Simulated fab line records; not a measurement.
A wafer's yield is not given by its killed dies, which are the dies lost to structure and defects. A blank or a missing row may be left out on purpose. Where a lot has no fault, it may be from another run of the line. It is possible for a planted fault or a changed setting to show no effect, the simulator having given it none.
Matching of chambers || flow nand_harc || NHARC_A_BONDPAD_STRIP_15 on rie_diel-02: 4 sister chambers
The step strips in O2. 4 wafers are shown with their chamber, then 7 later ones without.

WAFERS PAIRED WITH THEIR CHAMBERS
{"wafer": "L675.3", "chamber": 0, "drypump_motor_current_A (A)": 5.5}
{"wafer": "L677.3", "chamber": 1, "drypump_motor_current_A (A)": 5.2}
{"wafer": "L682.1", "chamber": 2, "drypump_motor_current_A (A)": 5.3}
{"wafer": "L682.2", "chamber": 3, "drypump_motor_current_A (A)": 6.7}

WAFERS WITHOUT THEIR CHAMBER
{"wafer": "L682.3", "drypump_motor_current_A (A)": 5.5}
{"wafer": "L684.1", "drypump_motor_current_A (A)": 5.1}
{"wafer": "L684.4", "drypump_motor_current_A (A)": 5.3}
{"wafer": "L684.6", "drypump_motor_current_A (A)": 5.2}
{"wafer": "L685.1", "drypump_motor_current_A (A)": 5.3}
{"wafer": "L685.3", "drypump_motor_current_A (A)": 6.8}
{"wafer": "L685.5", "drypump_motor_current_A (A)": 5.3}

EACH ONE'S CHAMBER
{"wafer": "L682.3", "from the rows above": 0, "in truth": 0}
{"wafer": "L684.1", "from the rows above": "can't be placed: 1 or 2", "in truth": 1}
{"wafer": "L684.4", "from the rows above": "can't be placed: 2 or 1", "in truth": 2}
{"wafer": "L684.6", "from the rows above": "can't be placed: 1 or 2", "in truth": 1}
{"wafer": "L685.1", "from the rows above": "can't be placed: 2 or 1", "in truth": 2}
{"wafer": "L685.3", "from the rows above": 3, "in truth": 3}
{"wafer": "L685.5", "from the rows above": "can't be placed: 2 or 1", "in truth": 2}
2 of 7 placed correctly. From these rows, 5 cannot be placed; in 5 the true chamber is one of the candidates. 0 placed wrongly.
How it was worked out, from the rows above alone: a wafer's distance from a chamber is the root of the sum, over the readings, of the square of ((its reading less the chamber's mean) divided by the reading's scatter). The wafer belongs to the nearest chamber; if the next one is less than 2 further off, it can't be placed. The mean given for a chamber averages the wafers shown for that chamber. The scatter: with one shown wafer a chamber, the root of the mean of the squares of how far each hidden wafer lies from its nearest shown one.
